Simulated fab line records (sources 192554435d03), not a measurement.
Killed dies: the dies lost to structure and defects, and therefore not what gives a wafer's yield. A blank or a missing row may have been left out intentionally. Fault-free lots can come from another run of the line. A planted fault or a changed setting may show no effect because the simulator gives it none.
Comparing a struck lot with a sound one	flow n5-finfet	26 out of 1938 route steps
Sound: these wafers, L403.3, L403.4, L403.6. Wafers struck: L398.3, L398.5, L398.6. The cause is named last.
At each step with rows: each side's tool, then ch and its chambers, then its first start. Under that, the readings that differ: sound wafers	struck wafers	difference of the means	sigmas: that difference in standard deviations of wafers without a fault.
alike: readings with means less than 2 such deviations apart, plus words and numbers identical on both sides. not compared: withheld readings, readings lacking a value on some wafer, bounds such as >300 that could conceal the same value, and numbers that have no deviation in the record and whose values overlap.
The two part at a step that has a row with sigmas, a row that says differs or no value, or rows on one side only. When numbers do not overlap yet have no deviation, they are printed without sigmas and do not part them. A reading missing from all wafers of one side parts the sides only when that side holds two or more wafers.

first, 2 steps without rows for these wafers: N5_FIN_SAQP_SRD_01 (time 30 s); N5_FIN_SAQP_ALD_61 (deposits SiO2, target thk 4 nm, pulse time 1 s, purge time 2 s).
N5_FIN_SAQP_DENSIFY_62: time 60 s.
  sound on rtp-anneal-02 ch 0, day 5 20:31; struck on rtp-anneal-02 ch 0, day 4 16:10
  alike: lamp-power-pct, lamp_zone_5_pct, lamp_zone_6_pct, wafer_temp_C_max
N5_FIN_SAQP_HM_DEP_03: deposits SiNx from SiH4/NH3/N2, target thk 38 nm, time 33.6 s.
  sound on pecvd-03 ch 0,2, day 5 20:41; struck on pecvd-03 ch 0,1,2, day 4 16:19
  alike: heater-power-w, showerhead-plenum-p-Torr, showerhead-vpp-V, throttle-valve-pct
N5_FIN_SAQP_THK_MEAS_05:
  sound: film-metro-01 at day 5 20:47; struck: film-metro-01 at day 4 16:24
  alike: thk-nm
then, 1 step without rows for these wafers: N5_FIN_SAQP_PECVD_47 (deposits a-Si from SiH4/He, target thk 45 nm, time 36.3 s).
N5_FIN_SAQP_PECVD_48: deposits SiNx from SiH4/NH3/N2, target thk 25 nm, time 22.1 s.
  sound on pecvd-02 ch 0,2, day 5 20:52; struck on pecvd-01 ch 0,1,2, day 4 16:29
  alike: heater-power-w, showerhead-plenum-p-Torr, showerhead-vpp-V, throttle-valve-pct
then, 1 step without rows for these wafers: N5_FIN_SAQP_PECVD_06 (deposits a-Si from SiH4/He, target thk 60 nm, time 48.1 s).
N5_FIN_SAQP_THK_MEAS_07:
  sound: film-metro-01 at day 5 21:00; struck: film-metro-01 at day 4 16:37
  alike: thk-nm
N5_FIN_SAQP_HM_DEP_72: deposits SiO2 from SiH4/N2O, target thk 12 nm, time 7.2 s.
  sound on pecvd-03 ch 0,2, day 5 21:04; struck on pecvd-02 ch 0,1,2, day 4 16:38
  alike: heater-power-w, showerhead-plenum-p-Torr, showerhead-vpp-V
then, 2 steps without rows for these wafers: N5_FIN_SAQP_COAT_49 (time 60 s, resist thk 100 nm); N5_FIN_SAQP_COAT_50 (time 60 s, resist thk 35 nm).
N5_FIN_SAQP_COAT_10: resist thk 90 nm.
  sound on litho-track-02 ch 0, day 5 21:08; struck on litho-track-01 ch 0, day 4 16:44
reading	sound	struck	difference	sigmas
spin-speed-rpm (rpm)	1500.3 1500.1 1499.4	1605.2 1605.2 1603.9	+104.8	+99 or more
model.CAR-ArF_of_FIN_SAQP_COAT_10.thk-nm (nm)	89.79 89.71 89.69	87.08 87.29 87.29	-2.51	
then, 5 steps without rows for these wafers: N5_FIN_SAQP_EBR_12; N5_FIN_SAQP_SOFTBAKE_11 (time 60 s); N5_FIN_SAQP_EXPOSE_13 (exposes mask FIN CORE, target cd 35.6 nm); N5_FIN_SAQP_PEB_14 (peb time 60 s); N5_FIN_SAQP_DEVELOP_15 (develop time 30 s).
N5_FIN_SAQP_CD_MEAS_16 targets a cd of 35.6 nm.
  sound on cd-sem-01 ch 0, day 5 21:31; struck on cd-sem-01 ch 0, day 4 17:06
  alike: cd-nm
N5_FIN_SAQP_OVL_MEAS_17:
  sound on overlay-01 ch 0, day 5 21:33; struck on overlay-01 ch 0, day 4 17:08
  alike: FIN_CORE_OVL
N5_FIN_SAQP_INSPECT_18: inspects for defects (brightfield).
  sound: defect-inspect-01 at day 5 21:34; struck: defect-inspect-02 at day 4 17:10
  alike: raw-defect-count
then, 1 step without rows for these wafers: N5_FIN_SAQP_DESCUM_21 (chemistry O2, time 7.9 s).
N5_FIN_SAQP_ETCH_51: etches SiARC in CF4, target depth 45.5 nm, time 75.8 s.
  sound on rie-diel-01 ch 0,2,3, day 5 21:46; struck on rie-diel-02 ch 0,3, day 4 17:13
reading	sound	struck	difference	sigmas
model.CAR-ArF_of_FIN_SAQP_COAT_10.thk-nm (nm)	50.54 50.62 50.65	47.88 47.95 48.04	-2.65	
  alike: drypump-motor-current-A, etch-rf-on-time-s, oes-product-au, rf-vpp-V, showerhead-plenum-p-Torr, throttle-valve-pct
  not compared: rf-hours-counter-h
N5_FIN_SAQP_ETCH_52: etches SOC in N2/H2, target depth 100 nm, overetch 20 nm, time 150 s.
  sound on rie-diel-01 ch 0,2,3, day 5 21:50; struck on rie-diel-02 ch 0,3, day 4 17:17
  alike: drypump-motor-current-A, oes-product-au, rf-vpp-V, showerhead-plenum-p-Torr, throttle-valve-pct
  not compared: rf-hours-counter-h
-- the record jumps here: 6 days lie between the struck wafers' starts before and after (it left off in module FIN_SAQP and takes up again in module BEOL_M4, whose first step shown is number 1111 of the route) --
N5_BEOL_M4_RC_MEAS_101:
  sound on prober-02 ch 0, day 12 06:06; struck on prober-01 ch 0, day 10 18:52
reading	sound	struck	difference	sigmas
SS_N (mV/dec)	70.3 70.4 70.7	71.3 72.0 71.4	+1.1	+2
  alike: DIBL_N, DIBL_P, IOFF_N, IOFF_P, ION_N, ION_P, SS_P, VT_N, VT_P
next, for these wafers, 1 step has no rows: N5_PASSIVATION_PROBE_49.

## WHERE THEY PART
First at N5_FIN_SAQP_COAT_10; last, within this record, at N5_BEOL_M4_RC_MEAS_101.

WHY: whatever the simulator had introduced
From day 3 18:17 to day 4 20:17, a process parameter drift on litho-track-01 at N5_FIN_SAQP_COAT_10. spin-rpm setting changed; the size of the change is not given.
